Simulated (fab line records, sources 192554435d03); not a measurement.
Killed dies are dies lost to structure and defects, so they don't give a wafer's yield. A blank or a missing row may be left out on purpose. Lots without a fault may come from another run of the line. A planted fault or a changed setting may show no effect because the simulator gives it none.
Which tool did it? | flow n5_finfet | 24 lots, 72 wafers sampled, at 6 steps of a route of 1938

WHAT THE GAUGES READ, wafer by wafer
N5_BEOL_M1_OVL_MEAS_12.
lot  | measured     | on         | M1_OVL (nm)
L074 | day 6 03:56  | overlay-02 | 0.1 -0.3 -0.4
L075 | day 6 09:41  | overlay-02 | -0.5 -0.3 -0.2
L076 | day 6 17:26  | overlay-02 | -0.4 -1.4 -0.4
L077 | day 6 17:38  | overlay-02 | 1.8 0.3 -0.1
L078 | day 7 01:28  | overlay-02 | -0.5 -0.6 0.1
L079 | day 7 06:46  | overlay-01 | 0.8 0.0 0.9
L080 | day 7 20:14  | overlay-01 | -0.3 -0.7 -0.1
L081 | day 8 03:34  | overlay-02 | 1.2 1.1 1.5
L082 | day 8 05:01  | overlay-02 | -0.9 0.6 -0.2
L083 | day 8 08:56  | overlay-02 | 0.7 0.0 0.3
L084 | day 8 12:34  | overlay-01 | -0.1 0.0 0.7
L085 | day 8 16:37  | overlay-01 | 1.0 0.4 0.7
L086 | day 9 10:32  | overlay-02 | 0.5 -0.3 0.6
L087 | day 9 15:14  | overlay-02 | 0.1 0.4 -0.7
L089 | day 9 17:49  | overlay-02 | 1.5 -0.1 -0.6
L088 | day 10 00:07 | overlay-02 | 0.3 -0.4 -0.3
L090 | day 10 01:11 | overlay-02 | -1.4 -1.3 -1.1
L091 | day 10 08:58 | overlay-01 | -0.9 -0.8 0.0
L092 | day 10 15:55 | overlay-01 | 0.4 -0.2 0.4
L093 | day 11 00:24 | overlay-01 | 0.0 -0.9 -0.4
L094 | day 11 03:15 | overlay-01 | 0.5 0.1 0.2
L095 | day 11 14:07 | overlay-01 | -0.6 -0.8 -0.2
L096 | day 11 16:40 | overlay-01 | -0.7 -0.8 -1.0
L097 | day 11 19:41 | overlay-01 | 0.1 -0.6 -0.6

WHICH TOOL RAN EACH LOT (tool, then ch and the chambers of the sampled wafers, then the start)
lot  | N5_BEOL_M0_ANNEAL_117        | N5_BEOL_M0_SPUTTER_132       | N5_BEOL_M0_SPUTTER_134       | N5_BEOL_M0_ANNEAL_135        | N5_BEOL_M1_HM_DEP_02
L074 | pvd_sputter-02, day 5 22:16  | pvd_sputter-02, day 5 22:18  | pvd_sputter-02, day 5 22:25  | pvd_sputter-02, day 5 22:30  | pvd_sputter-03, day 6 03:23
L075 | pvd_sputter-01, day 6 04:40  | pvd_sputter-01, day 6 04:42  | pvd_sputter-01, day 6 04:49  | pvd_sputter-01, day 6 04:54  | pvd_sputter-02, day 6 09:08
L076 | pvd_sputter-02, day 6 10:06  | pvd_sputter-02, day 6 10:08  | pvd_sputter-02, day 6 10:16  | pvd_sputter-02, day 6 10:20  | pvd_sputter-03, day 6 16:54
L077 | pvd_sputter-01, day 6 12:17  | pvd_sputter-01, day 6 12:19  | pvd_sputter-01, day 6 12:26  | pvd_sputter-01, day 6 12:31  | pvd_sputter-02, day 6 17:13
L078 | pvd_sputter-01, day 6 19:39  | pvd_sputter-01, day 6 19:41  | pvd_sputter-01, day 6 19:49  | pvd_sputter-01, day 6 19:53  | pvd_sputter-02, day 7 00:56
L079 | pvd_sputter-03, day 7 03:34  | pvd_sputter-03, day 7 03:36  | pvd_sputter-03, day 7 03:43  | pvd_sputter-03, day 7 03:48  | pvd_sputter-01, day 7 06:21
L080 | pvd_sputter-03, day 7 12:56  | pvd_sputter-03, day 7 12:58  | pvd_sputter-03, day 7 13:05  | pvd_sputter-03, day 7 13:10  | pvd_sputter-01, day 7 19:41
L081 | pvd_sputter-01, day 7 20:11  | pvd_sputter-01, day 7 20:14  | pvd_sputter-01, day 7 20:21  | pvd_sputter-01, day 7 20:26  | pvd_sputter-02, day 8 03:01
L082 | pvd_sputter-03, day 7 20:28  | pvd_sputter-03, day 7 20:30  | pvd_sputter-03, day 7 20:37  | pvd_sputter-03, day 7 20:42  | pvd_sputter-03, day 8 04:29
L083 | pvd_sputter-02, day 8 01:53  | pvd_sputter-02, day 8 01:56  | pvd_sputter-02, day 8 02:03  | pvd_sputter-02, day 8 02:08  | pvd_sputter-02, day 8 08:31
L084 | pvd_sputter-03, day 8 05:55  | pvd_sputter-03, day 8 05:57  | pvd_sputter-03, day 8 06:04  | pvd_sputter-03, day 8 06:09  | pvd_sputter-02, day 8 12:08
L085 | pvd_sputter-02, day 8 11:11  | pvd_sputter-02, day 8 11:14  | pvd_sputter-02, day 8 11:21  | pvd_sputter-02, day 8 11:26  | pvd_sputter-02, day 8 16:03
L086 | pvd_sputter-03, day 9 08:33  | pvd_sputter-03, day 9 08:35  | pvd_sputter-03, day 9 08:43  | pvd_sputter-03, day 9 08:47  | pvd_sputter-02, day 9 10:07
L087 | pvd_sputter-02, day 9 12:16  | pvd_sputter-02, day 9 12:18  | pvd_sputter-02, day 9 12:25  | pvd_sputter-02, day 9 12:30  | pvd_sputter-03, day 9 14:47
L089 | pvd_sputter-03, day 9 14:10  | pvd_sputter-03, day 9 14:13  | pvd_sputter-03, day 9 14:20  | pvd_sputter-03, day 9 14:25  | pvd_sputter-01, day 9 17:16
L088 | pvd_sputter-01, day 9 20:28  | pvd_sputter-01, day 9 20:31  | pvd_sputter-01, day 9 20:38  | pvd_sputter-01, day 9 20:43  | pvd_sputter-02, day 9 23:43
L090 | pvd_sputter-02, day 9 23:05  | pvd_sputter-02, day 9 23:08  | pvd_sputter-02, day 9 23:15  | pvd_sputter-02, day 9 23:20  | pvd_sputter-03, day 10 00:46
L091 | pvd_sputter-02, day 10 05:38 | pvd_sputter-02, day 10 05:40 | pvd_sputter-02, day 10 05:47 | pvd_sputter-02, day 10 05:52 | pvd_sputter-03, day 10 08:25
L092 | pvd_sputter-01, day 10 12:29 | pvd_sputter-01, day 10 12:32 | pvd_sputter-01, day 10 12:39 | pvd_sputter-01, day 10 12:44 | pvd_sputter-03, day 10 15:22
L093 | pvd_sputter-03, day 10 21:50 | pvd_sputter-03, day 10 21:53 | pvd_sputter-03, day 10 22:00 | pvd_sputter-03, day 10 22:05 | pvd_sputter-01, day 10 23:58
L094 | pvd_sputter-02, day 11 00:11 | pvd_sputter-02, day 11 00:14 | pvd_sputter-02, day 11 00:21 | pvd_sputter-02, day 11 00:26 | pvd_sputter-01, day 11 02:38
L095 | pvd_sputter-02, day 11 11:33 | pvd_sputter-02, day 11 11:35 | pvd_sputter-02, day 11 11:43 | pvd_sputter-02, day 11 11:47 | pvd_sputter-02, day 11 13:41
L096 | pvd_sputter-02, day 11 14:12 | pvd_sputter-02, day 11 14:14 | pvd_sputter-02, day 11 14:22 | pvd_sputter-02, day 11 14:26 | pvd_sputter-02, day 11 16:14
L097 | pvd_sputter-02, day 11 15:47 | pvd_sputter-02, day 11 15:49 | pvd_sputter-02, day 11 15:56 | pvd_sputter-02, day 11 16:01 | pvd_sputter-01, day 11 19:16
- N5_BEOL_M0_ANNEAL_117: time 60 s.
- N5_BEOL_M0_SPUTTER_132: material Cu, target thk 4 nm, time 7.37 s.
- N5_BEOL_M0_SPUTTER_134: material Cu, target thk 4 nm, time 7.37 s.
- N5_BEOL_M0_ANNEAL_135: time 60 s.
- N5_BEOL_M1_HM_DEP_02: deposits TiN, target thk 20 nm.

WHAT THE TOOLS THEMSELVES READ (means of the sampled wafers that have a number; where no wafer has one, the mark that the record gives instead)
N5_BEOL_M0_ANNEAL_117.
lot  | tool           | heater_power_w (W) | susceptor_temp_C_max
L074 | pvd_sputter-02 | 817                | 401.0
L075 | pvd_sputter-01 | 802                | 401.7
L076 | pvd_sputter-02 | 782                | 401.1
L077 | pvd_sputter-01 | 780                | 401.7
L078 | pvd_sputter-01 | 786                | 401.5
L079 | pvd_sputter-03 | 872                | 400.8
L080 | pvd_sputter-03 | 852                | 401.0
L081 | pvd_sputter-01 | 807                | 401.3
L082 | pvd_sputter-03 | 864                | 400.6
L083 | pvd_sputter-02 | 794                | 400.5
L084 | pvd_sputter-03 | 967                | 400.9
L085 | pvd_sputter-02 | 813                | 401.0
L086 | pvd_sputter-03 | 979                | 400.4
L087 | pvd_sputter-02 | 831                | 401.2
L089 | pvd_sputter-03 | 978                | 400.8
L088 | pvd_sputter-01 | 806                | 402.1
L090 | pvd_sputter-02 | 793                | 400.7
L091 | pvd_sputter-02 | 828                | 401.0
L092 | pvd_sputter-01 | 780                | 401.9
L093 | pvd_sputter-03 | 895                | 400.6
L094 | pvd_sputter-02 | 820                | 401.2
L095 | pvd_sputter-02 | 827                | 401.1
L096 | pvd_sputter-02 | 837                | 401.0
L097 | pvd_sputter-02 | 820                | 401.2

N5_BEOL_M0_SPUTTER_132.
lot  | tool           | throttle_valve_pct (%)
L074 | pvd_sputter-02 | 30.4
L075 | pvd_sputter-01 | 31.1
L076 | pvd_sputter-02 | 30.8
L077 | pvd_sputter-01 | 31.1
L078 | pvd_sputter-01 | 31.1
L079 | pvd_sputter-03 | 29.0
L080 | pvd_sputter-03 | 29.5
L081 | pvd_sputter-01 | 31.6
L082 | pvd_sputter-03 | 28.9
L083 | pvd_sputter-02 | 31.1
L084 | pvd_sputter-03 | 28.2
L085 | pvd_sputter-02 | 30.0
L086 | pvd_sputter-03 | 28.3
L087 | pvd_sputter-02 | 30.6
L089 | pvd_sputter-03 | 28.2
L088 | pvd_sputter-01 | 31.2
L090 | pvd_sputter-02 | 30.5
L091 | pvd_sputter-02 | 30.7
L092 | pvd_sputter-01 | 31.1
L093 | pvd_sputter-03 | 28.6
L094 | pvd_sputter-02 | 30.6
L095 | pvd_sputter-02 | 31.1
L096 | pvd_sputter-02 | 30.3
L097 | pvd_sputter-02 | 31.2

N5_BEOL_M0_SPUTTER_134.
lot  | tool           | throttle_valve_pct (%)
L074 | pvd_sputter-02 | 30.6
L075 | pvd_sputter-01 | 31.4
L076 | pvd_sputter-02 | 30.6
L077 | pvd_sputter-01 | 30.9
L078 | pvd_sputter-01 | 31.0
L079 | pvd_sputter-03 | 28.9
L080 | pvd_sputter-03 | 29.5
L081 | pvd_sputter-01 | 31.6
L082 | pvd_sputter-03 | 28.9
L083 | pvd_sputter-02 | 31.1
L084 | pvd_sputter-03 | 28.1
L085 | pvd_sputter-02 | 30.0
L086 | pvd_sputter-03 | 28.0
L087 | pvd_sputter-02 | 30.5
L089 | pvd_sputter-03 | 28.1
L088 | pvd_sputter-01 | 31.4
L090 | pvd_sputter-02 | 30.2
L091 | pvd_sputter-02 | 30.9
L092 | pvd_sputter-01 | 31.2
L093 | pvd_sputter-03 | 28.4
L094 | pvd_sputter-02 | 30.6
L095 | pvd_sputter-02 | 31.3
L096 | pvd_sputter-02 | 30.4
L097 | pvd_sputter-02 | 31.4

N5_BEOL_M0_ANNEAL_135.
lot  | tool           | heater_power_w (W) | susceptor_temp_C_max
L074 | pvd_sputter-02 | 812                | 401.1
L075 | pvd_sputter-01 | 811                | 401.6
L076 | pvd_sputter-02 | 778                | 401.2
L077 | pvd_sputter-01 | 762                | 401.5
L078 | pvd_sputter-01 | 794                | 401.4
L079 | pvd_sputter-03 | 858                | 400.7
L080 | pvd_sputter-03 | 861                | 400.8
L081 | pvd_sputter-01 | 808                | 401.3
L082 | pvd_sputter-03 | 883                | 400.8
L083 | pvd_sputter-02 | 798                | 400.9
L084 | pvd_sputter-03 | 972                | 401.0
L085 | pvd_sputter-02 | 816                | 400.7
L086 | pvd_sputter-03 | 966                | 400.5
L087 | pvd_sputter-02 | 815                | 401.1
L089 | pvd_sputter-03 | 986                | 400.6
L088 | pvd_sputter-01 | 811                | 401.9
L090 | pvd_sputter-02 | 791                | 400.7
L091 | pvd_sputter-02 | 829                | 400.9
L092 | pvd_sputter-01 | 784                | 401.7
L093 | pvd_sputter-03 | 903                | 400.8
L094 | pvd_sputter-02 | 816                | 401.1
L095 | pvd_sputter-02 | 820                | 401.4
L096 | pvd_sputter-02 | 832                | 400.8
L097 | pvd_sputter-02 | 821                | 401.4

N5_BEOL_M1_HM_DEP_02.
lot  | tool           | throttle_valve_pct (%)
L074 | pvd_sputter-03 | 29.0
L075 | pvd_sputter-02 | 30.6
L076 | pvd_sputter-03 | 29.1
L077 | pvd_sputter-02 | 30.0
L078 | pvd_sputter-02 | 30.5
L079 | pvd_sputter-01 | 31.7
L080 | pvd_sputter-01 | 31.6
L081 | pvd_sputter-02 | 30.9
L082 | pvd_sputter-03 | 28.9
L083 | pvd_sputter-02 | 30.5
L084 | pvd_sputter-02 | 30.0
L085 | pvd_sputter-02 | 31.1
L086 | pvd_sputter-02 | 30.2
L087 | pvd_sputter-03 | 29.4
L089 | pvd_sputter-01 | 31.7
L088 | pvd_sputter-02 | 30.5
L090 | pvd_sputter-03 | 29.6
L091 | pvd_sputter-03 | 29.1
L092 | pvd_sputter-03 | 28.1
L093 | pvd_sputter-01 | 31.2
L094 | pvd_sputter-01 | 32.0
L095 | pvd_sputter-02 | 30.8
L096 | pvd_sputter-02 | 30.5
L097 | pvd_sputter-01 | 31.9

THE ANSWER, worked out from the rows above alone
Rule: what is usual is taken from the lots themselves. Put in order of their means at a reading, lots are off if they are a third of the lots or fewer, leave a main group of 4 or more, and stand apart from it by a gap of 3 or more times the standard deviation of the main group's means; of several such gaps the widest counts. A main group whose means are all the same, to the digits that the tables above print for the reading, isn't used. A lot without any number at a reading at which 4 lots or more have one is off too. The other lots that the step has rows for count as sound. The gauges are gone through in route order, then the tools' own readings, and for those a lot's mean is taken as printed above. The first step at which some lot is off is used, and at that step the reading that is off furthest; a lot without a number counts as furthest.
No lot is off at any reading shown: from this, nothing can be told.

WHAT THE SIMULATOR HAD PUT IN
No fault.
